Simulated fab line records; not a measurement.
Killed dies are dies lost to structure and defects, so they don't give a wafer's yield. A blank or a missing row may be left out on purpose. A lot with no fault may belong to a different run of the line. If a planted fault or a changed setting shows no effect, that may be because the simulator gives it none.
fab line records    flow nand-harc
record lots=12  wafers=36  last-day=34
route steps=1302 shown A_M0@1156 A_M1@1177 END@1302
lots with no fault: from the same line, run without faults
start-h: hours from the record's first day to the start of the lot's first wafer shown    wait-h: hours elapsed since this lot's preceding step    " identical to the entry in the row above    L1.1+2: one row covering several wafers at once    - either no value or no given start    * or withheld: withheld    < > ~ a bound
route shown NAME@n: NAME is a module with steps in the file, n the number in the route of the first one    usual: mean/standard deviation taken from wafers without a fault    same: alike in all rows    chamber/n: place in a boat    sites: each site's reading    _std_site: how widely they spread, as a standard deviation    _edge_site: the outer-site mean with the inner-site mean subtracted    radius-mm: for every site, how far away it sits from the centre of the wafer    mask NAME#n: copy n    behind: the most recent tool/chamber to have shaped the wafer    hold: reason for holding the lot/hours on hold/outcome of the hold    device: names the non-switching transistor (n, p or np)    end of line: tests of these same wafers at the route's end    where a step has no rows: the recipe by itself    killed: at the first sort, the dies lost to defects and structure; wafer yield is something else    map: per-die view of a wafer (x killed, . not killed, _ where there is no die)
set.NAME: the run value of the setting; set.NAME@STEP: its run value at that earlier step    model.NAME: the simulator's own value behind a step, which no gauge read
route steps across a sampled set of lots; one table per step, one row per wafer
services: the hour from which a tool's chamber was out of use, counted from the record's first day as start-h (under 0 if before that day), plus the number of hours and why
## steps
# step NHARC_A_M0_DEGAS_28
# recipe temp-c=250  time-s=60
# usual heater-power-w=338/38  susceptor-temp-C=249.98/0.17
lot.wafer  tool            chamber  start-h  wait-h  heater-power-w  susceptor-temp-C
L976.2     pvd-sputter-01  -        527.90   -       313             250.29
L976.6     "               -        "        "       321             250.35
L976.5     "               -        "        "       364             249.84
L977.4     pvd-sputter-02  -        530.95   -       386             250.11
L977.3     "               -        "        "       310             250.17
L977.6     "               -        "        "       390             250.06
L979.3     pvd-sputter-01  -        547.51   -       372             250.11
L979.2     "               -        "        "       322             250.00
L979.5     "               -        "        "       261             250.22
L980.1     pvd-sputter-01  -        548.86   -       365             249.84
L980.4     "               -        "        "       293             249.76
L980.5     "               -        "        "       326             250.16
L978.3     pvd-sputter-01  -        552.12   -       322             250.15
L978.4     "               -        "        "       292             250.32
L978.6     "               -        "        "       368             249.83
L981.2     pvd-sputter-02  -        563.66   -       356             250.36
L981.5     "               -        "        "       357             249.98
L981.6     "               -        "        "       391             249.80
L984.4     pvd-sputter-03  -        589.85   -       342             249.96
L984.1     "               -        "        "       378             249.86
L984.6     "               -        "        "       375             250.07
L987.4     pvd-sputter-03  -        642.93   -       341             -
L987.2     "               -        "        "       334             -
L987.6     "               -        "        "       355             -
L994.2     pvd-sputter-01  -        707.78   -       315             249.91
L994.1     "               -        "        "       376             249.97
L994.6     "               -        "        "       309             250.38
L997.2     pvd-sputter-03  -        742.16   -       355             250.29
L997.3     "               -        "        "       363             249.92
L997.6     "               -        "        "       357             249.92
L999.4     pvd-sputter-01  -        754.71   -       313             249.83
L999.3     "               -        "        "       287             250.23
L999.6     "               -        "        "       314             249.95
L998.3     pvd-sputter-02  -        773.44   -       306             249.67
L998.4     "               -        "        "       260             250.02
L998.5     "               -        "        "       257             249.88
# step NHARC_A_M0_PRE_CLEAN_29
# recipe time-s=30  temp-c=280  gas=H2/He
# usual heater-power-w=412/50  susceptor-temp-C=280.02/0.19
lot.wafer  tool            chamber  start-h  wait-h  heater-power-w  susceptor-temp-C
L976.2     pvd-sputter-01  -        -        -       316             280.03
L976.6     "               -        "        "       386             279.71
L976.5     "               -        "        "       470             280.10
L977.4     pvd-sputter-02  -        -        -       441             280.35
L977.3     "               -        "        "       476             279.78
L977.6     "               -        "        "       336             279.68
L979.2     pvd-sputter-01  -        -        -       391             280.26
L979.3     "               -        "        "       326             280.02
L979.5     "               -        "        "       401             280.08
L980.4     pvd-sputter-01  -        -        -       318             -
L980.1     "               -        "        "       390             -
L980.5     "               -        "        "       460             -
L978.3     pvd-sputter-01  -        -        -       321             -
L978.4     "               -        "        "       400             -
L978.6     "               -        "        "       322             -
L981.2     pvd-sputter-02  -        -        -       380             279.83
L981.5     "               -        "        "       380             279.92
L981.6     "               -        "        "       330             279.68
L984.1     pvd-sputter-03  -        -        -       413             280.33
L984.4     "               -        "        "       426             279.90
L984.6     "               -        "        "       454             280.09
L987.4     pvd-sputter-03  -        -        -       422             280.16
L987.2     "               -        "        "       472             280.00
L987.6     "               -        "        "       461             280.22
L994.2     pvd-sputter-01  -        -        -       353             280.25
L994.1     "               -        "        "       377             280.12
L994.6     "               -        "        "       345             280.15
L997.2     pvd-sputter-03  -        -        -       441             280.00
L997.3     "               -        "        "       479             279.88
L997.6     "               -        "        "       431             279.89
L999.4     pvd-sputter-01  -        -        -       363             280.03
L999.3     "               -        "        "       379             280.29
L999.6     "               -        "        "       381             280.17
L998.4     pvd-sputter-02  -        -        -       512             279.74
L998.3     "               -        "        "       311             280.21
L998.5     "               -        "        "       494             280.02
# step NHARC_A_M0_PVD_21
# recipe target-thk-a=300  chamber-pressure-pa=5  power-w=5000  substrate-temp-c=30  time-s=20.49  material=Cu
# usual throttle-valve-pct=29.6/0.93
lot.wafer  tool            chamber  start-h  wait-h  throttle-valve-pct
L976.2     pvd-sputter-01  -        -        -       29.3
L976.6     "               -        "        "       29.1
L976.5     "               -        "        "       29.1
L977.4     pvd-sputter-02  -        -        -       29.3
L977.3     "               -        "        "       29.7
L977.6     "               -        "        "       31.8
L979.2     pvd-sputter-01  -        -        -       29.2
L979.3     "               -        "        "       29.2
L979.5     "               -        "        "       29.2
L980.1     pvd-sputter-01  -        -        -       29.6
L980.4     "               -        "        "       29.0
L980.5     "               -        "        "       29.6
L978.4     pvd-sputter-01  -        -        -       29.4
L978.3     "               -        "        "       29.0
L978.6     "               -        "        "       29.7
L981.2     pvd-sputter-02  -        -        -       29.4
L981.5     "               -        "        "       29.8
L981.6     "               -        "        "       31.4
L984.4     pvd-sputter-03  -        -        -       31.2
L984.1     "               -        "        "       30.0
L984.6     "               -        "        "       30.9
L987.4     pvd-sputter-03  -        -        -       30.0
L987.2     "               -        "        "       30.8
L987.6     "               -        "        "       29.9
L994.1     pvd-sputter-01  -        -        -       28.8
L994.2     "               -        "        "       28.9
L994.6     "               -        "        "       28.8
L997.3     pvd-sputter-03  -        -        -       30.3
L997.2     "               -        "        "       30.4
L997.6     "               -        "        "       30.1
L999.4     pvd-sputter-01  -        -        -       28.8
L999.3     "               -        "        "       29.0
L999.6     "               -        "        "       29.0
L998.3     pvd-sputter-02  -        -        -       29.6
L998.4     "               -        "        "       31.1
L998.5     "               -        "        "       29.9
# step NHARC_A_M1_PEB_07
# recipe peb-temp-c=100  peb-time-s=65
# usual heater-power-total-W=156.6/0.43  plate-temp-C=99.98/0.11
lot.wafer  tool            chamber  start-h  wait-h  heater-power-total-W  plate-temp-C
L976.2     litho-track-04  0        530.77   0.1     156.4                 100.08
L976.5     "               0        "        "       155.9                 99.95
L976.6     "               0        "        "       157.1                 100.07
L977.3     litho-track-01  0        533.85   0.0     157.0                 99.99
L977.4     "               0        "        "       157.2                 99.89
L977.6     "               0        "        "       156.8                 99.95
L979.2     litho-track-01  0        550.38   0.1     156.7                 99.90
L979.3     "               0        "        "       155.9                 100.07
L979.5     "               0        "        "       157.0                 100.01
L980.1     litho-track-04  0        551.97   0.1     156.3                 99.98
L980.4     "               0        "        "       156.9                 99.87
L980.5     "               0        "        "       157.2                 100.06
L978.3     litho-track-06  0        554.98   0.0     156.7                 100.17
L978.4     "               0        "        "       156.9                 99.89
L978.6     "               0        "        "       156.2                 99.85
L981.2     litho-track-01  0        566.40   0.1     157.0                 99.81
L981.5     "               0        "        "       157.0                 99.92
L981.6     "               0        "        "       156.6                 99.74
L984.1     litho-track-06  0        592.57   0.1     156.8                 99.90
L984.4     "               0        "        "       156.2                 100.08
L984.6     "               0        "        "       156.1                 99.90
L987.2     litho-track-04  0        645.83   0.1     156.5                 99.95
L987.4     "               0        "        "       157.0                 99.85
L987.6     "               0        "        "       157.1                 100.01
L994.1     litho-track-04  0        710.64   0.1     161.7                 -
L994.2     "               0        "        "       161.9                 -
L994.6     "               0        "        "       156.9                 100.07
L997.2     litho-track-04  0        744.91   0.1     162.3                 -
L997.3     "               0        "        "       156.6                 100.06
L997.6     "               0        "        "       156.0                 99.86
L999.3     litho-track-06  0        757.58   0.0     156.1                 100.12
L999.4     "               0        "        "       156.3                 99.91
L999.6     "               0        "        "       157.1                 100.10
L998.3     litho-track-06  0        776.61   0.0     156.1                 99.93
L998.4     "               0        "        "       156.8                 99.90
L998.5     "               0        "        "       156.0                 99.89
# step NHARC_A_M1_CD_MEAS_09
# recipe target-cd-nm=120  landing-energy-ev=500
# usual cd-nm=120.1/0.74
lot.wafer  tool       chamber  start-h  wait-h  cd-nm
L976.2     cd-sem-02  0        530.85   -       120.8
L976.5     "          0        "        "       120.4
L976.6     "          0        "        "       121.0
L977.3     cd-sem-03  0        533.93   -       120.7
L977.4     "          0        "        "       120.5
L977.6     "          0        "        "       121.3
L979.2     cd-sem-03  0        550.46   -       120.3
L979.3     "          0        "        "       120.7
L979.5     "          0        "        "       121.0
L980.1     cd-sem-02  0        552.05   -       120.3
L980.4     "          0        "        "       120.0
L980.5     "          0        "        "       119.9
L978.3     cd-sem-01  0        555.07   -       119.4
L978.4     "          0        "        "       119.6
L978.6     "          0        "        "       119.6
L981.2     cd-sem-02  0        566.48   -       121.2
L981.5     "          0        "        "       120.8
L981.6     "          0        "        "       120.8
L984.1     cd-sem-03  0        592.65   -       118.7
L984.4     "          0        "        "       119.4
L984.6     "          0        "        "       119.1
L987.2     cd-sem-03  0        645.91   -       120.0
L987.4     "          0        "        "       120.5
L987.6     "          0        "        "       119.7
L994.1     cd-sem-03  0        710.72   -       118.0
L994.2     "          0        "        "       117.2
L994.6     "          0        "        "       119.6
L997.2     cd-sem-02  0        744.99   -       117.5
L997.3     "          0        "        "       120.8
L997.6     "          0        "        "       120.3
L999.3     cd-sem-02  0        757.66   -       118.8
L999.4     "          0        "        "       119.6
L999.6     "          0        "        "       119.2
L998.3     cd-sem-03  0        776.69   -       119.1
L998.4     "          0        "        "       119.6
L998.5     "          0        "        "       119.0
# step NHARC_END_SORT_01
# recipe temp-c=25
# usual defect-limited-yield=91.8/2.8  killed-at-array=51/18  killed-at-other=1.0/1.2  killed-at-periphery=3.7/2.9  killed-dies=55/19  killed-open=3.5/1.9  killed-short=2.6/1.6  sort_bin_2_pct=2.9/1.3  sort_bin_3_pct=0.6/0.38  sort_bin_4_pct=4.6/1.5  sort-n-pass=622/19  sort-rim-yield-pct=94/3.2  sort-yield-pct=91.8/2.8
# same gross-dies=677  sort_bin_5_pct[%]=0  sort_bin_6_pct[%]=0  sort_bin_7_pct[%]=0  sort_bin_8_pct[%]=0  sort-rim-n-gross=106.00
lot.wafer  tool       chamber  start-h  wait-h  defect-limited-yield[%]  killed-at-array  killed-at-other  killed-at-periphery  killed-dies  killed-open  killed-short  sort_bin_2_pct[%]  sort_bin_3_pct[%]  sort_bin_4_pct[%]  sort-n-pass  sort-rim-yield-pct[%]  sort-yield-pct[%]
L976.2     prober-02  0        570.49   2.8     96.9                     19               1                1                    21           3            2             1.2                0.3                1.6                656          98                     96.9
L976.5     prober-02  0        572.86   3.7     97.0                     19               1                0                    20           5            1             0.6                0.1                2.2                657          96                     97.0
L976.6     prober-02  0        573.64   3.9     97.6                     12               1                3                    16           2            1             0.7                0.1                1.5                661          96                     97.6
L977.3     prober-01  0        571.27   3.1     88.6                     67               2                8                    77           6            1             6.2                0.9                4.3                600          99                     88.6
L977.4     prober-01  0        572.07   3.4     90.8                     54               5                3                    62           1            3             3.1                0.9                5.2                615          97                     90.8
L977.6     prober-01  0        573.66   4.0     88.8                     69               3                4                    76           1            4             4.4                0.3                6.5                601          94                     88.8
L980.1     prober-01  0        585.43   2.5     96.6                     18               3                2                    23           4            2             0.9                0.1                2.4                654          95                     96.6
L980.4     prober-01  0        587.81   3.4     96.0                     26               0                1                    27           9            2             1.5                0.1                2.4                650          96                     96.0
L980.5     prober-01  0        588.61   3.7     96.5                     21               1                2                    24           10           1             1.5                0.4                1.6                653          93                     96.5
L979.2     prober-02  0        586.22   2.8     90.4                     60               2                3                    65           4            3             3.2                0.6                5.8                612          92                     90.4
L979.3     prober-02  0        587.02   3.1     90.1                     64               2                1                    67           2            2             3.0                1.2                5.8                610          99                     90.1
L979.5     prober-02  0        588.62   3.7     91.6                     55               2                0                    57           1            2             3.1                0.4                4.9                620          92                     91.6
L978.3     prober-01  0        594.84   3.1     92.0                     53               0                1                    54           4            4             3.7                1.2                3.1                623          96                     92.0
L978.4     prober-01  0        595.64   3.4     91.4                     51               3                4                    58           7            1             3.0                1.5                4.1                619          94                     91.4
L978.6     prober-01  0        597.25   4.0     93.2                     44               0                2                    46           4            2             2.4                0.3                4.1                631          95                     93.2
L981.2     prober-02  0        606.13   2.8     90.5                     60               0                4                    64           5            3             3.8                0.7                4.9                613          90                     90.5
L981.5     prober-02  0        608.56   3.7     92.0                     53               0                1                    54           2            1             3.8                0.4                3.7                623          93                     92.0
L981.6     prober-02  0        609.37   4.0     88.0                     78               0                3                    81           3            4             2.7                1.0                8.3                596          99                     88.0
L984.1     prober-01  0        629.92   2.5     91.0                     60               0                1                    61           3            4             4.4                0.6                4.0                616          95                     91.0
L984.4     prober-01  0        632.29   3.4     90.3                     62               0                4                    66           5            6             4.0                1.2                4.6                611          97                     90.3
L984.6     prober-01  0        633.87   4.0     89.1                     73               0                1                    74           5            3             4.0                0.6                6.4                603          92                     89.1
L987.2     prober-01  0        683.72   2.8     95.7                     29               0                0                    29           6            2             1.6                0                  2.7                648          96                     95.7
L987.4     prober-01  0        685.36   3.4     95.4                     26               0                5                    31           5            2             1.3                0                  3.2                646          96                     95.4
L987.6     prober-01  0        686.99   4.1     94.4                     35               0                3                    38           3            3             1.6                0                  4.0                639          99                     94.4
L994.1     prober-01  0        747.57   2.5     91.0                     54               1                6                    61           5            1             4.1                0.1                4.7                616          96                     91.0
L994.2     prober-01  0        748.37   2.8     90.1                     58               4                5                    67           6            3             3.2                1.0                5.6                610          93                     90.1
L994.6     prober-01  0        751.57   4.0     91.9                     51               1                3                    55           2            1             3.1                0.6                4.4                622          97                     91.9
L997.2     prober-01  0        783.42   2.8     93.4                     39               1                5                    45           7            4             2.2                0.7                3.7                632          89                     93.4
L997.3     prober-01  0        784.21   3.1     95.4                     27               1                3                    31           6            1             1.8                0                  2.8                646          90                     95.4
L997.6     prober-01  0        786.58   3.9     90.3                     62               3                1                    66           4            3             4.0                0.9                4.9                611          95                     90.3
L999.3     prober-02  0        796.64   3.1     94.7                     35               0                1                    36           6            6             1.8                0.3                3.2                641          90                     94.7
L999.4     prober-02  0        797.45   3.4     89.7                     65               1                4                    70           6            2             3.4                1.2                5.8                607          98                     89.7
L999.6     prober-02  0        799.06   4.0     92.0                     53               0                1                    54           5            3             2.8                0.7                4.4                623          91                     92.0
L998.3     prober-01  0        815.06   3.1     96.0                     25               0                2                    27           3            3             1.2                0.1                2.7                650          97                     96.0
L998.4     prober-01  0        815.86   3.4     95.9                     27               0                1                    28           3            4             1.8                0.3                2.1                649          95                     95.9
L998.5     prober-01  0        816.66   3.7     97.3                     18               0                0                    18           1            1             0.7                0.1                1.8                659          98                     97.3
# killed by level:class
L976.2 A_CHANNEL_HOLE_D2:chamber-film-flake=4 A_WL_FILL:chamber-film-flake=4 A_CHANNEL_HOLE_D1:chamber-film-flake=2 A_CONTACT:chamber-film-flake=2 P_CONTACT:geometric-particle:open=1 A_DECK1_JOINT:geometric-particle:short=1 A_CHANNEL_FILL_D2:geometric-particle:open=1 A_WL_FILL:geometric-particle:short=1
L977.3 A_CHANNEL_HOLE_D2:chamber-film-flake=28 A_CHANNEL_HOLE_D1:chamber-film-flake=27 P_M1:chamber-film-flake=4 A_WL_FILL:chamber-film-flake=4 A_CHANNEL_FILL_D1:geometric-particle:open=2 A_CONTACT:chamber-film-flake=2 P_CONTACT:geometric-particle:short=1 P_CONTACT:geometric-particle:open=1
L977.4 A_CHANNEL_HOLE_D1:chamber-film-flake=24 A_CHANNEL_HOLE_D2:chamber-film-flake=24 THIN_TSV:chamber-film-flake=3 A_WL_FILL:chamber-film-flake=2 HYBRID_BOND:chamber-film-flake=2 P_M0:geometric-particle:open=1 A_DECK1_JOINT:geometric-particle:short=1 A_CHANNEL_FILL_D2:geometric-particle:short=1
L976.5 A_STAIRCASE:chamber-film-flake=6 A_CHANNEL_FILL_D1:geometric-particle:open=2 A_CHANNEL_HOLE_D2:chamber-film-flake=2 A_CHANNEL_FILL_D2:chamber-film-flake=2 A_CONTACT:chamber-film-flake=2 A_ONON_D1:geometric-particle:open=1 A_ONON_D1:geometric-particle:short=1 A_ONON_D2:geometric-particle:open=1
L976.6 A_CONTACT:chamber-film-flake=3 A_CHANNEL_HOLE_D1:chamber-film-flake=2 A_CHANNEL_HOLE_D2:chamber-film-flake=2 P_CONTACT:geometric-particle:open=1 A_CHANNEL_FILL_D1:geometric-particle:short=1 A_WL_FILL:geometric-particle:open=1 P_STI:chamber-film-flake=1 P_GATE:chamber-film-flake=1
L977.6 A_CHANNEL_HOLE_D2:chamber-film-flake=31 A_CHANNEL_HOLE_D1:chamber-film-flake=29 P_M1:chamber-film-flake=2 A_CHANNEL_FILL_D2:chamber-film-flake=2 A_CONTACT:chamber-film-flake=2 THIN_TSV:chamber-film-flake=2 P_M0:geometric-particle:short=1 A_CHANNEL_FILL_D2:geometric-particle:short=1
L980.1 A_CONTACT:chamber-film-flake=10 THIN_TSV:chamber-film-flake=3 A_CHANNEL_HOLE_D1:chamber-film-flake=2 P_GATE:geometric-particle:short=1 P_M0:geometric-particle:open=1 A_ONON_D2:geometric-particle:short=1 A_CHANNEL_HOLE_D2:geometric-particle:open=1 A_CONTACT:geometric-particle:open=1
L979.2 A_CHANNEL_HOLE_D1:chamber-film-flake=38 A_SLIT:chamber-film-flake=9 A_CONTACT:chamber-film-flake=3 A_CHANNEL_FILL_D2:geometric-particle:open=2 A_STAIRCASE:chamber-film-flake=2 THIN_TSV:chamber-film-flake=2 P_M0:geometric-particle:open=1 A_ONON_D1:geometric-particle:short=1
L979.3 A_CHANNEL_HOLE_D1:chamber-film-flake=31 A_SLIT:chamber-film-flake=19 A_CHANNEL_HOLE_D2:chamber-film-flake=9 THIN_TSV:chamber-film-flake=2 A_CHANNEL_FILL_D1:geometric-particle:short=1 A_ONON_D2:geometric-particle:open=1 A_CHANNEL_FILL_D2:geometric-particle:open=1 A_SGD_CUT:geometric-particle:short=1
L980.4 A_CONTACT:chamber-film-flake=4 A_CHANNEL_HOLE_D1:chamber-film-flake=4 A_BLC:chamber-film-flake=3 A_ONON_D1:geometric-particle:open=2 A_DECK1_JOINT:geometric-particle:open=2 A_ONON_D2:geometric-particle:open=2 A_CHANNEL_HOLE_D2:chamber-film-flake=2 A_STAIRCASE:chamber-film-flake=2
L980.5 A_CONTACT:chamber-film-flake=5 A_CHANNEL_HOLE_D2:chamber-film-flake=3 A_DECK1_JOINT:geometric-particle:open=2 A_CHANNEL_FILL_D2:geometric-particle:open=2 A_CHANNEL_HOLE_D1:chamber-film-flake=2 P_ZERO_WELL:geometric-particle:open=1 P_CONTACT:geometric-particle:open=1 A_CHANNEL_HOLE_D1:geometric-particle:short=1
L979.5 A_CHANNEL_HOLE_D1:chamber-film-flake=35 A_SLIT:chamber-film-flake=12 A_CHANNEL_HOLE_D2:chamber-film-flake=6 A_CHANNEL_FILL_D1:geometric-particle:short=1 STARTING-WAFER:geometric-particle:open=1 STARTING-WAFER:geometric-particle:short=1 A_CONTACT:chamber-film-flake=1
L978.3 A_CHANNEL_HOLE_D1:chamber-film-flake=36 A_CONTACT:chamber-film-flake=5 A_CHANNEL_FILL_D1:geometric-particle:short=2 A_CHANNEL_HOLE_D2:chamber-film-flake=2 P_M0:geometric-particle:open=1 A_CHANNEL_FILL_D2:geometric-particle:short=1 A_STAIRCASE:geometric-particle:short=1 A_WL_FILL:geometric-particle:open=1
L978.4 A_CHANNEL_HOLE_D1:chamber-film-flake=37 A_CHANNEL_HOLE_D2:chamber-film-flake=5 P_CONTACT:geometric-particle:open=2 A_WL_FILL:geometric-particle:open=2 A_STAIRCASE:chamber-film-flake=2 A_CONTACT:chamber-film-flake=2 THIN_TSV:chamber-film-flake=2 P_M2:geometric-particle:open=1
L978.6 A_CHANNEL_HOLE_D1:chamber-film-flake=32 A_CONTACT:chamber-film-flake=5 A_CHANNEL_HOLE_D2:chamber-film-flake=3 P_GATE:geometric-particle:open=1 P_M0:geometric-particle:open=1 A_ONON_D1:geometric-particle:open=1 A_CHANNEL_HOLE_D2:geometric-particle:short=1 A_SGD_CUT:geometric-particle:short=1
L981.2 A_CHANNEL_HOLE_D2:chamber-film-flake=31 A_SLIT:chamber-film-flake=12 A_CHANNEL_HOLE_D1:chamber-film-flake=5 P_M0:geometric-particle:open=2 P_ZERO_WELL:chamber-film-flake=2 A_ZERO_WELL:chamber-film-flake=2 A_ONON_D1:geometric-particle:open=1 A_ONON_D2:geometric-particle:short=1
L981.5 A_CHANNEL_HOLE_D2:chamber-film-flake=34 A_SLIT:chamber-film-flake=10 A_CONTACT:chamber-film-flake=4 A_CHANNEL_FILL_D1:geometric-particle:open=1 A_WL_FILL:geometric-particle:short=1 A_WL_FILL:geometric-particle:open=1 P_GATE:chamber-film-flake=1 A_CHANNEL_HOLE_D1:chamber-film-flake=1
L981.6 A_SLIT:chamber-film-flake=33 A_CHANNEL_HOLE_D2:chamber-film-flake=32 A_CONTACT:chamber-film-flake=5 A_STAIRCASE:chamber-film-flake=2 P_CONTACT:geometric-particle:open=1 P_M0:geometric-particle:open=1 P_M0:geometric-particle:short=1 A_ONON_D1:geometric-particle:short=1
L984.1 A_CHANNEL_HOLE_D1:chamber-film-flake=29 A_CHANNEL_HOLE_D2:chamber-film-flake=17 A_WL_FILL:geometric-particle:short=2 A_SLIT:chamber-film-flake=2 A_STAIRCASE:chamber-film-flake=2 A_CONTACT:chamber-film-flake=2 P_CONTACT:geometric-particle:open=1 A_CHANNEL_HOLE_D1:geometric-particle:open=1
L984.4 A_CHANNEL_HOLE_D1:chamber-film-flake=25 A_CHANNEL_HOLE_D2:chamber-film-flake=23 A_DECK1_JOINT:geometric-particle:open=2 A_ONON_D2:geometric-particle:short=2 A_CHANNEL_FILL_D1:chamber-film-flake=2 A_STAIRCASE:chamber-film-flake=2 P_GATE:geometric-particle:short=1 P_CONTACT:geometric-particle:open=1
L984.6 A_CHANNEL_HOLE_D1:chamber-film-flake=32 A_CHANNEL_HOLE_D2:chamber-film-flake=21 A_WL_FILL:chamber-film-flake=7 A_CONTACT:chamber-film-flake=4 A_WL_FILL:geometric-particle:open=2 A_CHANNEL_FILL_D1:chamber-film-flake=2 P_M0:geometric-particle:short=1 A_DECK1_JOINT:geometric-particle:short=1
L987.2 A_CHANNEL_HOLE_D2:chamber-film-flake=6 A_STAIRCASE:chamber-film-flake=6 A_SLIT:chamber-film-flake=5 A_SOURCE_PLATE:geometric-particle:open=2 A_ONON_D2:geometric-particle:short=2 A_CHANNEL_FILL_D1:geometric-particle:open=1 A_CHANNEL_FILL_D2:geometric-particle:open=1 A_BLC:geometric-particle:open=1
L987.4 A_STAIRCASE:chamber-film-flake=7 A_CONTACT:chamber-film-flake=6 A_CHANNEL_HOLE_D1:chamber-film-flake=3 A_CHANNEL_HOLE_D2:chamber-film-flake=3 P_M1:geometric-particle:open=2 A_ONON_D1:geometric-particle:short=2 P_GATE:chamber-film-flake=2 A_SLIT:chamber-film-flake=2
L987.6 A_CHANNEL_HOLE_D1:chamber-film-flake=9 A_STAIRCASE:chamber-film-flake=7 A_CHANNEL_HOLE_D2:chamber-film-flake=4 A_SLIT:chamber-film-flake=4 A_DECK1_JOINT:geometric-particle:short=3 P_GATE:chamber-film-flake=2 A_CHANNEL_FILL_D2:chamber-film-flake=2 A_WL_FILL:chamber-film-flake=2
L994.1 A_CHANNEL_HOLE_D1:chamber-film-flake=38 A_CONTACT:chamber-film-flake=5 A_WL_FILL:chamber-film-flake=3 P_M1:chamber-film-flake=2 A_SLIT:chamber-film-flake=2 A_STAIRCASE:chamber-film-flake=2 P_GATE:geometric-particle:short=1 P_CONTACT:geometric-particle:open=1
L994.2 A_CHANNEL_HOLE_D1:chamber-film-flake=32 A_CONTACT:chamber-film-flake=7 P_M1:chamber-film-flake=4 A_SLIT:chamber-film-flake=4 A_WL_FILL:chamber-film-flake=4 HYBRID_BOND:chamber-film-flake=3 A_DECK1_JOINT:geometric-particle:open=2 A_ONON_D2:geometric-particle:open=2
L994.6 A_CHANNEL_HOLE_D1:chamber-film-flake=34 A_WL_FILL:chamber-film-flake=5 A_CONTACT:chamber-film-flake=5 P_M1:chamber-film-flake=3 A_SLIT:chamber-film-flake=2 A_ONON_D1:geometric-particle:open=1 A_CONTACT:geometric-particle:short=1 A_M0:geometric-particle:open=1
L997.2 A_SLIT:chamber-film-flake=9 A_SGD_CUT:chamber-film-flake=8 A_CONTACT:chamber-film-flake=6 A_CHANNEL_HOLE_D1:chamber-film-flake=4 P_GATE:geometric-particle:open=2 P_ZERO_WELL:chamber-film-flake=2 P_CONTACT:geometric-particle:open=1 A_CHANNEL_FILL_D1:geometric-particle:open=1
L997.3 A_SLIT:chamber-film-flake=10 A_SGD_CUT:chamber-film-flake=4 A_CHANNEL_HOLE_D1:chamber-film-flake=3 A_CONTACT:chamber-film-flake=3 A_STAIRCASE:chamber-film-flake=2 P_GATE:geometric-particle:open=1 P_CONTACT:geometric-particle:open=1 P_M0:geometric-particle:open=1
L997.6 A_SLIT:chamber-film-flake=28 A_CHANNEL_HOLE_D1:chamber-film-flake=15 A_SGD_CUT:chamber-film-flake=3 A_CONTACT:chamber-film-flake=3 THIN_TSV:chamber-film-flake=3 A_CHANNEL_FILL_D2:geometric-particle:open=2 A_ZERO_WELL:chamber-film-flake=2 A_STAIRCASE:chamber-film-flake=2
L999.3 A_SLIT:chamber-film-flake=11 A_WL_FILL:chamber-film-flake=4 A_CONTACT:chamber-film-flake=4 A_DECK1_JOINT:geometric-particle:short=2 A_CHANNEL_FILL_D2:geometric-particle:open=2 A_BLC:geometric-particle:open=2 A_M0:geometric-particle:open=2 A_CHANNEL_HOLE_D2:chamber-film-flake=2
L999.4 A_CHANNEL_HOLE_D2:chamber-film-flake=29 A_SLIT:chamber-film-flake=23 A_CONTACT:chamber-film-flake=5 A_DECK1_JOINT:chamber-film-flake=2 P_CONTACT:geometric-particle:short=1 P_M0:geometric-particle:open=1 P_M1:geometric-particle:open=1 A_CHANNEL_HOLE_D1:geometric-particle:open=1
L999.6 A_CHANNEL_HOLE_D2:chamber-film-flake=24 A_SLIT:chamber-film-flake=15 A_CHANNEL_HOLE_D1:geometric-particle:open=2 A_WL_FILL:chamber-film-flake=2 A_CONTACT:chamber-film-flake=2 A_SOURCE_PLATE:geometric-particle:short=1 A_DECK1_JOINT:geometric-particle:short=1 A_CHANNEL_FILL_D2:geometric-particle:short=1
L998.3 A_SLIT:chamber-film-flake=9 A_CONTACT:chamber-film-flake=5 A_M0:chamber-film-flake=3 A_CHANNEL_FILL_D2:geometric-particle:open=2 P_M2:geometric-particle:short=1 A_ONON_D1:geometric-particle:open=1 A_CHANNEL_FILL_D1:geometric-particle:short=1 A_CHANNEL_FILL_D2:geometric-particle:short=1
L998.4 A_SLIT:chamber-film-flake=6 A_CHANNEL_FILL_D1:chamber-film-flake=3 A_CONTACT:chamber-film-flake=3 A_M0:chamber-film-flake=3 A_STAIRCASE:chamber-film-flake=2 P_GATE:geometric-particle:open=1 A_CHANNEL_HOLE_D1:geometric-particle:short=1 A_ONON_D2:geometric-particle:short=1
L998.5 A_SLIT:chamber-film-flake=9 A_CONTACT:chamber-film-flake=3 A_ONON_D1:geometric-particle:short=1 A_M1:geometric-particle:open=1 A_DECK1_JOINT:chamber-film-flake=1 A_CHANNEL_HOLE_D2:chamber-film-flake=1 A_WL_FILL:chamber-film-flake=1 A_M0:chamber-film-flake=1
## services
tool            chamber  start-h  hours  kind
litho-track-01  -        505.00   7.0    pm
pvd-sputter-03  -        506.13   2.9    repair
pvd-sputter-03  -        516.18   1.3    repair
pvd-sputter-03  -        526.00   10.0   pm
litho-track-06  -        529.00   7.0    pm
litho-track-04  -        553.00   7.0    pm
pvd-sputter-03  -        566.01   5.3    repair
pvd-sputter-02  -        571.92   2.0    repair
pvd-sputter-01  -        582.00   10.0   pm
pvd-sputter-02  -        638.01   10.0   pm
pvd-sputter-02  -        670.42   2.4    repair
litho-track-01  -        680.00   7.0    pm
litho-track-06  -        704.00   7.0    pm
pvd-sputter-03  -        704.00   10.0   pm
litho-track-04  -        728.00   7.0    pm
pvd-sputter-02  -        746.91   1.1    repair
pvd-sputter-01  -        756.44   2.7    repair
## key
first-sign step=NHARC_A_M1_PEB_07  reading=heater-power-total-W  direction=up  sigmas=13  usual=*  struck=*
effect step=NHARC_A_M1_CD_MEAS_09  reading=cd-nm  direction=down  sigmas=3.4  usual=120.1  struck=117.6
met-at NHARC_A_M1_PEB_07
struck-lots L994,L997
struck-wafers L994.1,L994.2,L997.2
not-acting-at NHARC_A_M0_DEGAS_28,NHARC_A_M0_PRE_CLEAN_29,NHARC_A_M0_PVD_21
onset-between 645.83 710.64
fault kind=process-parameter-drift  tool=litho-track-04  chamber=-  onset-h=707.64  steps=NHARC_A_M1_PEB_07  channel=peb-time-s  offset=*  shape=step  end-h=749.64  scope=struck-wafers-only  acts-in=*  stated=*
